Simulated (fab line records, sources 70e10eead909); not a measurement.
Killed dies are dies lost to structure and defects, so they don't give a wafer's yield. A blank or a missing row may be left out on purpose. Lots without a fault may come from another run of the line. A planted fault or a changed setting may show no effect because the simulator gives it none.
Chamber matching | flow nand_harc | NHARC_A_BLC_ETCH_16 on rie_diel-11: 3 sister chambers
The step etches the open film in CF4, target depth 39 nm, time 65 s. 3 wafers are shown with their chamber, then 6 later ones without.

WAFERS WITH THEIR CHAMBER
wafer  | chamber | drypump_motor_current_A (A)
L309.3 | 0       | 5.8
L319.1 | 1       | 6.5
L319.2 | 3       | 6.2

WAFERS WITHOUT THEIR CHAMBER
wafer  | drypump_motor_current_A (A)
L319.5 | 6.2
L321.1 | 6.2
L321.2 | 6.5
L322.1 | 6.2
L322.4 | 5.8
L322.6 | 6.4

WHICH CHAMBER EACH WENT THROUGH
wafer  | from the rows above | in truth
L319.5 | 3                   | 3
L321.1 | 3                   | 3
L321.2 | 1                   | 1
L322.1 | 3                   | 3
L322.4 | 0                   | 0
L322.6 | 1                   | 1
Placed correctly: 6 of 6. Can't be placed from these rows: 0. Placed wrongly: 0.
How it was worked out, from the rows above alone: a wafer's distance from a chamber is the root of the sum, over the readings, of the square of ((its reading less the chamber's mean) divided by the reading's scatter). The wafer belongs to the nearest chamber; if the next one is less than 2 further off, it can't be placed. A chamber's mean is the mean of its shown wafers. The scatter: with one shown wafer a chamber, the root of the mean of the squares of how far each hidden wafer lies from its nearest shown one.
